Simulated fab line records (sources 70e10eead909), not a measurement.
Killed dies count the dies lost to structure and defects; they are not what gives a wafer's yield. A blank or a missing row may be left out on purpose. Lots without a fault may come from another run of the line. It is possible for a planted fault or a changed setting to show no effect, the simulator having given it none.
fab line records ; flow nand_harc
[record] lots = 6; wafers = 18; last_day = 33
route steps=1302 shown A_BLC@1121 END@1302
lots that met no fault: from a run of the same line without faults
start_h: hours from the record's opening day to when the first of the lot's shown wafers began ; wait_h: time in hours since the lot's previous step ; " as in the row above ; L1.1+2: a single row standing in for several wafers ; - either no value or no given start ; * or withheld: withheld ; < > ~ a bound
route shown NAME@n: names a module that has steps shown in the file, with the first one's number in the route ; usual: mean/standard deviation of fault-free wafers ; same: alike in all rows ; chamber/n: place in a boat ; sites: per-site readings ; _std_site: standard deviation of those values ; _edge_site: the outer-site mean with the inner-site mean subtracted ; radius_mm: for every site, how far away it sits from the centre of the wafer ; mask NAME#n: copy n ; behind: tool/chamber where the wafer was last shaped ; hold: cause of the lot's hold/its duration in hours/its outcome ; device: the n, p or np transistor that did not switch ; end of line: the route-end tests of the same wafers ; step lacking rows: just its recipe ; killed: at the first sort, the dies lost to defects and structure; wafer yield is something else ; map: a wafer's dies, x killed, . not, _ none there
set.NAME: the setting the step ran with; set.NAME@STEP: the setting that earlier step ran with ; model.NAME: the simulator's own value behind a step, which no gauge read
lots at selected steps of the route; one table per step, one row per wafer
services: a tool's chamber out of use, with start hour (start_h, from the record's first day; less than 0 if before it), hours out, and reason
[[steps]]
[step NHARC_A_BLC_ETCH_16]
[recipe] target_depth_a = 390; over_etch_frac = 0.3; time_s = 65; ion_energy_ev = 80; cf4_flow_sccm = 150; ar_flow_sccm = 0; rf_w = 300; bias_w = 100; chemistry = CF4
[usual] bias_w = 100.02/0.29; drypump_motor_current_A = 5.55/0.22; oes_product_au = 0.999/0.0082; rf_vpp_V = 151.4/1.1; showerhead_plenum_p_Torr = 1.78/0.061; throttle_valve_pct = 13.284/0.0093
lot.wafer;tool;chamber;start_h;wait_h;bias_w;drypump_motor_current_A;oes_product_au;rf_hours_counter_h;rf_vpp_V;showerhead_plenum_p_Torr;throttle_valve_pct
L972.2;rie_diel-05;0;543.09;0.1;99.09;5.67;1.002;9;152.6;1.83;13.293
L972.1;rie_diel-05;3;543.09;0.1;100.21;5.38;0.996;8;152.2;1.79;13.286
L972.6;rie_diel-05;3;543.09;0.1;100.16;5.39;0.994;-;150.7;1.79;13.301
L973.3;rie_diel-05;1;546.33;0.1;99.91;5.37;0.994;10;151.2;1.77;13.294
L973.6;rie_diel-05;1;546.33;0.1;100.29;5.42;0.994;-;151.8;1.77;13.276
L973.5;rie_diel-05;3;546.33;0.1;99.61;5.41;0.978;-;151.2;1.79;13.297
L979.1;rie_diel-05;2;641.06;0.1;100.31;5.56;1.004;2;152.9;1.84;13.280
L979.3;rie_diel-05;3;641.06;0.1;99.69;5.38;0.998;2;150.6;1.79;13.290
L979.2;rie_diel-05;0;641.06;0.1;100.07;5.64;0.996;3;152.0;1.83;13.286
L984.2;rie_diel-01;0;663.24;0.1;100.29;5.66;1.013;38;148.9;1.71;13.286
L984.1;rie_diel-01;1;663.24;0.1;99.76;4.80;1.012;40;151.8;1.78;13.287
L984.4;rie_diel-01;2;663.24;0.1;100.39;5.92;1.013;35;150.1;1.65;13.293
L988.1;rie_diel-01;0;703.36;0.1;99.84;5.65;1.009;51;150.5;1.71;13.298
L988.6;rie_diel-01;2;703.36;0.1;100.24;5.92;0.992;-;149.2;1.65;13.289
L988.5;rie_diel-01;3;703.36;0.1;100.23;5.21;1.007;-;151.1;1.65;13.273
L991.4;rie_diel-05;2;743.32;0.1;99.62;5.56;1.000;9;153.4;1.84;13.280
L991.2;rie_diel-05;0;743.32;0.1;100.10;5.65;0.994;8;151.5;1.83;13.294
L991.5;rie_diel-05;1;743.32;0.1;99.92;5.43;1.001;-;150.6;1.76;13.294
[step NHARC_A_BLC_ETCH_17]
[recipe] target_depth_a = 3900; over_etch_frac = 0.25; time_s = 609.38; ion_energy_ev = 200; n2_flow_sccm = 150; h2_flow_sccm = 150; ar_flow_sccm = 0; rf_w = 400; bias_w = 150; chemistry = N2/H2
[usual] bias_w = 150.0/0.48; drypump_motor_current_A = 5.58/0.24; oes_product_au = 0.999/0.0089; rf_vpp_V = 431.0/2.2; showerhead_plenum_p_Torr = 2.06/0.079; throttle_valve_pct = 14.172/0.0085
lot.wafer;tool;chamber;start_h;wait_h;bias_w;drypump_motor_current_A;oes_product_au;rf_hours_counter_h;rf_vpp_V;showerhead_plenum_p_Torr;throttle_valve_pct
L972.2;rie_diel-05;3;-;-;150.0;5.39;0.994;8;431.7;2.06;14.167
L972.1;rie_diel-05;0;-;-;149.3;5.66;0.994;9;430.7;2.12;14.168
L972.6;rie_diel-05;1;-;-;150.5;5.44;0.989;-;429.7;2.04;14.169
L973.3;rie_diel-05;3;-;-;149.9;5.37;0.993;9;431.3;2.06;14.191
L973.6;rie_diel-05;3;-;-;150.6;5.39;0.992;-;432.3;2.06;14.163
L973.5;rie_diel-05;0;-;-;150.4;5.64;0.978;-;433.3;2.12;14.161
L979.1;rie_diel-05;1;-;-;149.6;5.43;0.995;3;432.1;2.04;14.182
L979.3;rie_diel-05;2;-;-;150.4;5.53;0.992;2;432.7;2.13;14.178
L979.2;rie_diel-05;3;-;-;150.1;5.37;0.986;2;431.5;2.06;14.188
L984.1;rie_diel-01;2;-;-;150.6;5.94;1.006;35;425.9;1.89;14.163
L984.4;rie_diel-01;3;-;-;149.6;5.26;0.998;33;427.1;1.90;14.174
L984.2;rie_diel-01;0;-;-;150.2;5.67;0.997;38;427.4;1.97;14.181
L988.1;rie_diel-01;0;-;-;150.8;5.67;1.001;52;429.7;1.97;14.162
L988.5;rie_diel-01;2;-;-;149.7;5.92;1.010;-;426.1;1.89;14.183
L988.6;rie_diel-01;3;-;-;150.7;5.21;1.016;-;426.4;1.89;14.179
L991.2;rie_diel-05;3;-;-;149.2;5.41;0.986;9;430.4;2.06;14.184
L991.4;rie_diel-05;0;-;-;149.9;5.67;0.995;8;432.3;2.12;14.184
L991.5;rie_diel-05;0;-;-;150.2;5.66;1.006;-;433.5;2.12;14.172
[step NHARC_A_BLC_ETCH_18]
[recipe] target_depth_a = 9100; c4f8_flow_sccm = 20; o2_flow_sccm = 10; ar_flow_sccm = withheld; rf_w = 600; bias_w = 1500; chemistry = C4F8/O2/Ar
[step NHARC_A_BLC_CD_MEAS_19]
[usual] cd_nm = 100.2/1.3
lot.wafer;tool;chamber;start_h;wait_h;cd_nm
L972.1;cd_sem-02;-;544.14;-;99.3
L972.2;cd_sem-02;-;544.14;-;99.4
L972.6;cd_sem-02;-;544.14;-;99.3
L973.3;cd_sem-01;-;547.39;-;99.7
L973.5;cd_sem-01;-;547.39;-;101.7
L973.6;cd_sem-01;-;547.39;-;101.3
L979.1;cd_sem-01;-;642.39;-;99.6
L979.2;cd_sem-01;-;642.39;-;100.0
L979.3;cd_sem-01;-;642.39;-;97.1
L984.1;cd_sem-03;-;664.13;-;101.2
L984.2;cd_sem-03;-;664.13;-;100.0
L984.4;cd_sem-03;-;664.13;-;97.5
L988.1;cd_sem-03;-;704.34;-;99.7
L988.5;cd_sem-03;-;704.34;-;100.1
L988.6;cd_sem-03;-;704.34;-;99.0
L991.2;cd_sem-01;-;744.19;-;98.8
L991.4;cd_sem-01;-;744.19;-;99.6
L991.5;cd_sem-01;-;744.19;-;100.1
[step NHARC_A_BLC_STRIP_29]
[recipe] cf4_flow_sccm = 150; ar_flow_sccm = 0; bias_w = 0; chemistry = CF4
[usual] drypump_motor_current_A = 5.55/0.25; oes_product_au = 0.999/0.0077; rf_vpp_V = 59.4/0.77; showerhead_plenum_p_Torr = 1.78/0.06; throttle_valve_pct = 13.283/0.0086
[same] bias_w = 0
lot.wafer;tool;chamber;start_h;wait_h;drypump_motor_current_A;oes_product_au;rf_hours_counter_h;rf_vpp_V;showerhead_plenum_p_Torr;throttle_valve_pct
L972.2;rie_diel-03;0;544.24;0.1;5.64;0.992;8;58.8;1.87;13.296
L972.1;rie_diel-03;1;544.24;0.1;5.49;0.999;4;58.3;1.70;13.283
L972.6;rie_diel-03;2;544.24;0.1;5.96;0.988;-;60.2;1.84;13.298
L973.3;rie_diel-03;2;547.49;0.1;5.96;0.989;7;60.4;1.84;13.288
L973.5;rie_diel-03;3;547.49;0.1;5.62;1.007;-;58.3;1.73;13.278
L973.6;rie_diel-03;0;547.49;0.1;5.64;0.996;-;59.9;1.86;13.276
L979.2;rie_diel-05;0;642.46;0.1;5.66;0.993;3;58.6;1.83;13.282
L979.3;rie_diel-05;1;642.46;0.1;5.46;0.990;3;59.2;1.77;13.280
L979.1;rie_diel-05;2;642.46;0.1;5.60;0.995;3;59.4;1.84;13.271
L984.4;rie_diel-03;3;664.20;0.1;5.65;0.996;1;59.7;1.73;13.271
L984.1;rie_diel-03;0;664.20;0.1;5.63;0.995;1;59.9;1.86;13.281
L984.2;rie_diel-03;2;664.20;0.1;5.98;1.002;1;58.3;1.83;13.282
L988.1;rie_diel-05;0;704.43;0.1;5.66;0.984;6;59.3;1.83;13.283
L988.6;rie_diel-05;3;704.43;0.1;5.40;0.986;-;60.3;1.78;13.281
L988.5;rie_diel-05;0;704.43;0.1;5.65;0.987;-;60.3;1.83;13.279
L991.4;rie_diel-03;1;744.27;0.1;5.49;1.007;7;58.7;1.69;13.293
L991.2;rie_diel-03;0;744.27;0.1;5.66;0.996;7;59.6;1.86;13.280
L991.5;rie_diel-03;2;744.27;0.1;6.00;1.001;-;58.6;1.83;13.287
[step NHARC_A_BLC_STRIP_21]
[recipe] o2_flow_sccm = 500; ar_flow_sccm = 0; bias_w = 0; chemistry = O2
[step NHARC_A_BLC_STRIP_22]
[recipe] time_s = 600; temp_c = 30; chemistry = post_etch_residue_remover
[step NHARC_A_BLC_DEGAS_30]
[recipe] temp_c = 300; time_s = 60
[step NHARC_A_BLC_PRE_CLEAN_31]
[recipe] time_s = 15; bias_v = 250; gas = Ar
[step NHARC_A_BLC_PVD_32]
[recipe] target_thk_a = 50; chamber_pressure_pa = 5; power_w = 5000; substrate_temp_c = 200; time_s = 17.7; material = Ti
[step NHARC_A_BLC_ALD_23]
[recipe] target_thk_a = 30; pulse_time_s = 1; ald_cycles = 150; temp_c = 450; material = TiN
[usual] heater_power_w = 1056/97; precursor_pulse_height_rel = 1.001/0.019
lot.wafer;tool;chamber;start_h;wait_h;heater_power_w;precursor_pulse_height_rel
L972.2;ald_metal-01;1;545.00;-;946;0.970
L972.1;ald_metal-01;0;545.00;-;1151;0.994
L972.6;ald_metal-01;1;545.00;-;947;0.984
L973.3;ald_metal-04;1;548.28;-;1250;0.973
L973.6;ald_metal-04;2;548.28;-;1174;0.967
L973.5;ald_metal-04;3;548.28;-;948;0.990
L979.2;ald_metal-03;0;643.30;-;970;0.986
L979.1;ald_metal-03;1;643.30;-;946;1.000
L979.3;ald_metal-03;2;643.30;-;1132;1.019
L984.1;ald_metal-01;2;664.97;-;1111;1.005
L984.4;ald_metal-01;3;664.97;-;998;1.006
L984.2;ald_metal-01;0;664.97;-;1160;1.004
L988.1;ald_metal-04;2;705.25;-;1199;0.998
L988.5;ald_metal-04;3;705.25;-;957;0.984
L988.6;ald_metal-04;0;705.25;-;1010;0.965
L991.4;ald_metal-04;0;745.06;-;1031;0.984
L991.2;ald_metal-04;1;745.06;-;1244;1.011
L991.5;ald_metal-04;3;745.06;-;966;0.979
[step NHARC_A_BLC_CVD_24]
[recipe] target_thk_a = 1500; temp_c = 300; pressure_torr = 40; wf6_flow_sccm = 40; h2_flow_sccm = 1600; ar_flow_sccm = 1560; time_s = 434; material = W
[usual] heater_power_w = 475/25; throttle_valve_pct = 8.0/0.36
lot.wafer;tool;chamber;start_h;wait_h;heater_power_w;throttle_valve_pct
L972.2;cvd_w-01;0;-;-;480;8.4
L972.1;cvd_w-01;1;-;-;497;7.8
L972.6;cvd_w-01;0;-;-;474;8.4
L973.3;cvd_w-02;0;-;-;470;7.9
L973.5;cvd_w-02;0;-;-;462;8.0
L973.6;cvd_w-02;1;-;-;460;7.6
L979.1;cvd_w-01;1;-;-;504;7.5
L979.2;cvd_w-01;0;-;-;494;8.7
L979.3;cvd_w-01;0;-;-;472;8.3
L984.1;cvd_w-02;0;-;-;471;7.9
L984.2;cvd_w-02;1;-;-;421;8.0
L984.4;cvd_w-02;1;-;-;434;7.8
L988.1;cvd_w-02;0;-;-;454;7.9
L988.5;cvd_w-02;0;-;-;469;8.0
L988.6;cvd_w-02;1;-;-;425;7.8
L991.2;cvd_w-01;1;-;-;537;7.5
L991.4;cvd_w-01;0;-;-;462;8.6
L991.5;cvd_w-01;0;-;-;465;8.2
[step NHARC_A_BLC_CMP_25]
[recipe] t_overpolish_s = 30; target_thk_nm = 150
[usual] motor_current_A = 12.0/1.5; overpolish_run_s = 29.999/0.0085; time_to_endpoint_s = 29.6/2
lot.wafer;tool;chamber;start_h;wait_h;motor_current_A;overpolish_run_s;time_to_endpoint_s
L972.1;cmp-01;3;545.77;0.4;10.1;30.010;28.7
L972.2;cmp-01;0;545.77;0.4;9.6;29.994;28.1
L972.6;cmp-01;3;545.77;0.4;10.1;30.007;29.1
L973.3;cmp-02;0;549.00;0.4;13.2;30.004;28.3
L973.6;cmp-02;2;549.00;0.4;10.2;30.003;30.6
L973.5;cmp-02;3;549.00;0.4;12.9;30.010;29.2
L979.1;cmp-01;0;644.07;0.5;10.0;18.504;59.0
L979.3;cmp-01;1;644.07;0.5;10.8;23.574;53.8
L979.2;cmp-01;2;644.07;0.5;11.6;30.017;28.8
L984.4;cmp-01;2;665.70;0.2;11.8;30.004;32.4
L984.1;cmp-01;3;665.70;0.2;10.4;15.457;62.7
L984.2;cmp-01;1;665.70;0.2;11.2;30.007;30.9
L988.1;cmp-02;0;705.97;0.5;13.9;29.982;29.0
L988.6;cmp-02;2;705.97;0.5;10.6;30.004;27.9
L988.5;cmp-02;3;705.97;0.5;13.2;30.000;30.7
L991.2;cmp-04;3;745.77;0.5;12.0;30.005;32.1
L991.4;cmp-04;2;745.77;0.5;14.2;29.972;26.6
L991.5;cmp-04;3;745.77;0.5;11.6;30.012;30.9
[step NHARC_END_SORT_01]
[recipe] temp_c = 25
[usual] killed_at_array = 59/17; killed_at_other = 0.7/0.9; killed_at_periphery = 3.6/2.3; killed_dies = 63/18; killed_open = 3.4/1.9; killed_short = 2.6/1.7
[same] gross_dies = 677
lot.wafer;tool;chamber;start_h;wait_h;killed_at_array;killed_at_other;killed_at_periphery;killed_dies;killed_open;killed_short
L972.1;prober-01;0;585.12;2.5;48;0;1;49;0;5
L972.2;prober-01;0;585.93;2.8;56;0;3;59;3;4
L972.6;prober-01;0;589.18;4.1;39;0;6;45;3;3
L979.1;prober-02;0;682.71;2.5;37;0;4;41;5;3
L979.2;prober-02;0;683.51;2.8;37;0;4;41;6;4
L979.3;prober-02;0;684.31;3.1;44;0;2;46;4;3
L988.1;prober-02;0;744.42;2.5;66;1;9;76;3;4
L988.5;prober-02;0;747.61;3.7;55;1;7;63;5;3
L988.6;prober-02;0;748.41;4.0;48;1;8;57;2;1
L991.2;prober-01;0;791.99;2.8;37;2;4;43;7;2
L991.4;prober-01;0;793.60;3.4;32;1;3;36;0;2
L991.5;prober-01;0;794.40;3.7;32;1;1;34;2;2
// killed by level:class
L972.1 A_CHANNEL_HOLE_D2:chamber_film_flake=31 A_CHANNEL_HOLE_D1:chamber_film_flake=3 A_CHANNEL_FILL_D1:chamber_film_flake=3 A_CHANNEL_FILL_D1:geometric_particle:short=2 A_STAIRCASE:chamber_film_flake=2 A_CONTACT:chamber_film_flake=2 A_DECK1_JOINT:geometric_particle:short=1 A_ONON_D2:geometric_particle:short=1
L972.2 A_CHANNEL_HOLE_D2:chamber_film_flake=36 A_CHANNEL_HOLE_D1:chamber_film_flake=7 A_ONON_D1:geometric_particle:short=2 A_ONON_D2:geometric_particle:short=2 P_STI:chamber_film_flake=2 A_CHANNEL_FILL_D1:chamber_film_flake=2 P_M1:geometric_particle:open=1 A_CHANNEL_HOLE_D1:geometric_particle:open=1
L972.6 A_CHANNEL_HOLE_D2:chamber_film_flake=26 P_STI:chamber_film_flake=4 A_CHANNEL_FILL_D1:chamber_film_flake=2 A_WL_FILL:chamber_film_flake=2 A_CONTACT:chamber_film_flake=2 P_M0:geometric_particle:open=1 A_ONON_D1:geometric_particle:open=1 A_CHANNEL_HOLE_D1:geometric_particle:short=1
L979.1 A_CHANNEL_HOLE_D2:chamber_film_flake=15 A_CHANNEL_HOLE_D1:chamber_film_flake=6 A_STAIRCASE:chamber_film_flake=4 A_CONTACT:chamber_film_flake=3 A_ONON_D1:geometric_particle:short=2 A_SLIT:chamber_film_flake=2 P_STI:geometric_particle:open=1 P_GATE:geometric_particle:short=1
L979.2 A_CHANNEL_HOLE_D2:chamber_film_flake=16 A_CHANNEL_HOLE_D1:chamber_film_flake=5 A_CONTACT:chamber_film_flake=4 P_CONTACT:geometric_particle:open=2 A_CHANNEL_HOLE_D1:geometric_particle:short=2 A_CHANNEL_FILL_D2:chamber_film_flake=2 P_M0:geometric_particle:open=1 A_CHANNEL_HOLE_D2:geometric_particle:short=1
L979.3 A_CHANNEL_HOLE_D2:chamber_film_flake=15 A_CHANNEL_HOLE_D1:chamber_film_flake=10 A_SLIT:chamber_film_flake=4 A_CONTACT:chamber_film_flake=4 A_STAIRCASE:chamber_film_flake=3 A_WL_FILL:geometric_particle:open=2 P_CONTACT:geometric_particle:short=1 A_CHANNEL_FILL_D2:geometric_particle:open=1
L988.1 A_CHANNEL_HOLE_D2:chamber_film_flake=33 A_CHANNEL_HOLE_D1:chamber_film_flake=12 P_CONTACT:chamber_film_flake=5 A_SLIT:chamber_film_flake=5 P_GATE:chamber_film_flake=3 A_DECK1_JOINT:chamber_film_flake=3 A_ONON_D1:geometric_particle:short=2 A_ONON_D1:geometric_particle:open=2
L988.5 A_CHANNEL_HOLE_D2:chamber_film_flake=22 A_CHANNEL_HOLE_D1:chamber_film_flake=12 P_CONTACT:chamber_film_flake=7 A_SLIT:chamber_film_flake=5 A_WL_FILL:chamber_film_flake=3 A_CHANNEL_HOLE_D2:geometric_particle:open=2 A_WL_FILL:geometric_particle:open=2 A_CONTACT:chamber_film_flake=2
L988.6 A_CHANNEL_HOLE_D2:chamber_film_flake=20 A_CHANNEL_HOLE_D1:chamber_film_flake=11 A_SLIT:chamber_film_flake=7 P_GATE:chamber_film_flake=4 P_CONTACT:chamber_film_flake=3 A_STAIRCASE:chamber_film_flake=3 A_CONTACT:chamber_film_flake=2 P_CONTACT:geometric_particle:short=1
L991.2 A_CHANNEL_HOLE_D1:chamber_film_flake=18 A_SLIT:chamber_film_flake=5 A_CHANNEL_FILL_D1:chamber_film_flake=3 A_CHANNEL_HOLE_D1:geometric_particle:open=2 P_STI:chamber_film_flake=2 A_CONTACT:chamber_film_flake=2 THIN_TSV:chamber_film_flake=2 P_CONTACT:geometric_particle:open=1
L991.4 A_CHANNEL_HOLE_D1:chamber_film_flake=16 A_SLIT:chamber_film_flake=10 A_CHANNEL_FILL_D1:chamber_film_flake=3 A_ONON_D1:geometric_particle:short=2 P_GATE:chamber_film_flake=2 P_BONDPAD:chamber_film_flake=1 A_CONTACT:chamber_film_flake=1 THIN_TSV:chamber_film_flake=1
L991.5 A_CHANNEL_HOLE_D1:chamber_film_flake=18 A_SLIT:chamber_film_flake=7 A_STAIRCASE:chamber_film_flake=2 A_CHANNEL_HOLE_D1:geometric_particle:open=1 A_WL_FILL:geometric_particle:short=1 A_CONTACT:geometric_particle:open=1 A_M1:geometric_particle:short=1 P_BONDPAD:chamber_film_flake=1
[[services]]
tool;chamber;start_h;hours;kind
cvd_w-02;-;520.79;1.6;repair
rie_diel-01;0;534.48;5.9;repair
rie_diel-05;2;540.92;19.4;repair
cvd_w-01;-;547.39;13.0;pm
rie_diel-01;3;553.19;17.0;repair
rie_diel-01;-;558.35;9.0;pm
rie_diel-05;0;571.34;4.4;repair
rie_diel-01;3;573.93;2.5;repair
rie_diel-05;2;576.37;7.3;repair
cmp-01;-;577.78;4.0;pm
rie_diel-03;3;578.82;7.4;repair
rie_diel-05;-;583.60;9.0;pm
rie_diel-01;-;607.45;0.6;repair
cvd_w-02;1;609.55;11.4;repair
cvd_w-01;0;623.46;3.2;repair
rie_diel-05;3;628.01;9.5;repair
cvd_w-02;-;633.21;13.0;pm
rie_diel-03;-;635.32;9.0;pm
ald_metal-04;-;652.00;10.0;pm
cvd_w-01;-;664.60;6.0;repair
rie_diel-05;0;664.91;12.7;repair
rie_diel-01;2;703.90;7.9;repair
rie_diel-03;2;724.16;7.3;repair
rie_diel-01;-;735.35;9.0;pm
[[key]]
[first_sign] step = NHARC_A_BLC_CMP_25; reading = overpolish_run_s; direction = down; sigmas = 99+; usual = 29.999; struck = 19.178
[effect] step = NHARC_A_BLC_CMP_25; reading = time_to_endpoint_s; direction = up; sigmas = 14; usual = *; struck = *
met_at NHARC_A_BLC_CMP_25
struck_wafers L979.1,L979.3,L984.1
tester_left_out L979,L984
onset_between 545.77 644.07
[fault] kind = process_parameter_drift; tool = cmp-01; chamber = -; onset_h = 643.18; steps = NHARC_A_BLC_CMP_25; channel = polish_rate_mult; offset = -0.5; shape = step; end_h = 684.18; scope = struck_wafers_only
// tester_left_out: of these lots the tester's yield and bins aren't shown, on N5 and GAA mostly nor the transistor test; their killed dies are dies lost to structure and defects alone, not to doping, threshold or leakage, so they don't give the yield
